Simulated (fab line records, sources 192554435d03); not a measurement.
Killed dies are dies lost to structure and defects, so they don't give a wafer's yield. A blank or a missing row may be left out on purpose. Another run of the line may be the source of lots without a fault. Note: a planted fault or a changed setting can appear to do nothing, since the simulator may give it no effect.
Comparing a struck lot with a sound one -- flow n5 finfet -- 16 steps out of a route of 1938
Sound: these wafers, L426.3, L426.4, L426.5. Wafers struck: L440.3, L440.5, L440.6. Last of all comes the cause.
Order at every step that has rows: each side's tool, ch and its chambers, its first start. Under that, the readings that differ: sound wafers -- struck wafers -- difference of the means -- sigmas: that difference in standard deviations of wafers without a fault.
alike: readings with means less than 2 such deviations apart, plus words and numbers identical on both sides. not compared: withheld readings, readings lacking a value on some wafer, bounds such as >300 that could conceal the same value, and numbers that have no deviation in the record and whose values overlap.
The two part at a step that has a row with sigmas, a row that says differs or no value, or rows on one side only. When numbers do not overlap yet have no deviation, they are printed without sigmas and do not part them. Lack of a reading on every wafer of one side parts them only where that side has two or more wafers.

N5_DUMMY_GATE_ETCH_42: etches SiO2 in CHF3/O2, target depth 3.5 nm, time 31 s.
  sound on rie diel-02 ch 0,1, day 4 06:03; struck on rie diel-02 ch 0,2,3, day 7 17:05
  alike: drypump motor current A, oes_ar_750_au, oes product au, rf vpp V, showerhead plenum p Torr, throttle valve pct
  not compared: rf hours counter h
N5_DUMMY_GATE_STRIP_48: strips in N2/H2, time 20 s.
  sound on rie diel-02 ch 0,1, day 4 06:05; struck on rie diel-02 ch 0,2,3, day 7 17:08
  alike: drypump motor current A, oes product au, rf vpp V, showerhead plenum p Torr, throttle valve pct
  not compared: rf hours counter h
then, 5 steps without rows for these wafers: N5_DUMMY_GATE_PRECLEAN_33 (cleans in dHF, time 10 s); N5_DUMMY_GATE_PRECLEAN_25 (cleans in O3/DIW, time 45 s); N5_DUMMY_GATE_PRECLEAN_51 (cleans in SC2, time 45 s); N5_DUMMY_GATE_SRD_26 (time 30 s); N5_DUMMY_GATE_UV_OZONE_45 (time 120 s).
N5_DUMMY_GATE_INSPECT_27: inspects for defects (brightfield).
  sound: defect inspect-02 at day 4 06:17; struck: defect inspect-02 at day 7 17:19
  alike: raw defect count
N5_SPACER0_ALD_07: deposits SiNx, target thk 2 nm.
  sound on ald sin-03 ch 1,2,3, day 4 06:19; struck on ald sin-03 ch 0,3, day 7 17:21
  alike: heater power w, susceptor temp C
N5_SPACER0_ALD_00: deposits SiOCN, target thk 3.5 nm, pulse time 3 s, purge time 2 s.
  sound on ald sin-03 ch 1,2,3, day 4 06:28; struck on ald sin-03 ch 0,3, day 7 17:31
reading,sound,struck,difference,sigmas
susceptor temp C (C),400.12 399.35 399.58,400.36 400.65 400.18,+0.71,+3
  alike: heater power w, precursor pulse height rel
N5_SPACER0_ALD_08: deposits SiNx, target thk 2 nm.
  sound on ald sin-03 ch 1,2,3, day 4 06:44; struck on ald sin-03 ch 0,3, day 7 17:46
  alike: heater power w, susceptor temp C
N5_SPACER0_INSPECT_04: inspects for defects (darkfield).
  sound: defect inspect-02 at day 4 06:54; struck: defect inspect-02 at day 7 17:55
  alike: raw defect count
N5_SD_EPI_N_COAT_32: time 60 s, resist thk 350 nm.
  sound on litho track-05 ch 0, day 4 06:56; struck on litho track-05 ch 0, day 7 17:57
reading,sound,struck,difference,sigmas
heater power total W (W),502.3 502.8 503.0,512.2 513.0 510.5,+9.2,+5
plate temp C (C),250.00 249.96 249.99,253.80 253.74 253.88,+3.82,+20
  alike: resist line temp C
then, 1 step without rows for these wafers: N5_SD_EPI_N_COAT_33 (time 60 s, resist thk 35 nm).
-- the record jumps here: 5 days lie between the struck wafers' starts before and after (it left off in module SD_EPI_N and takes up again in module BEOL_M4, whose first step shown is number 1111 of the route) --
N5_BEOL_M4_RC_MEAS_101:
  sound on prober-02 ch 0, day 9 12:44; struck on prober-01 ch 0, day 12 12:43
  alike: DIBL_N, DIBL_P, IOFF_N, IOFF_P, ION_N, ION_P, SS_N, SS_P, VT_N, VT_P
next, for these wafers, 1 step has no rows: N5_PASSIVATION_PROBE_49.

== WHERE THEY PART ==
At N5_SPACER0_ALD_00 first; at N5_SD_EPI_N_COAT_32 last (within this record only). Later steps at which nothing parts them and some readings are alike: N5_BEOL_M4_RC_MEAS_101.

WHY: what had been put in by the simulator
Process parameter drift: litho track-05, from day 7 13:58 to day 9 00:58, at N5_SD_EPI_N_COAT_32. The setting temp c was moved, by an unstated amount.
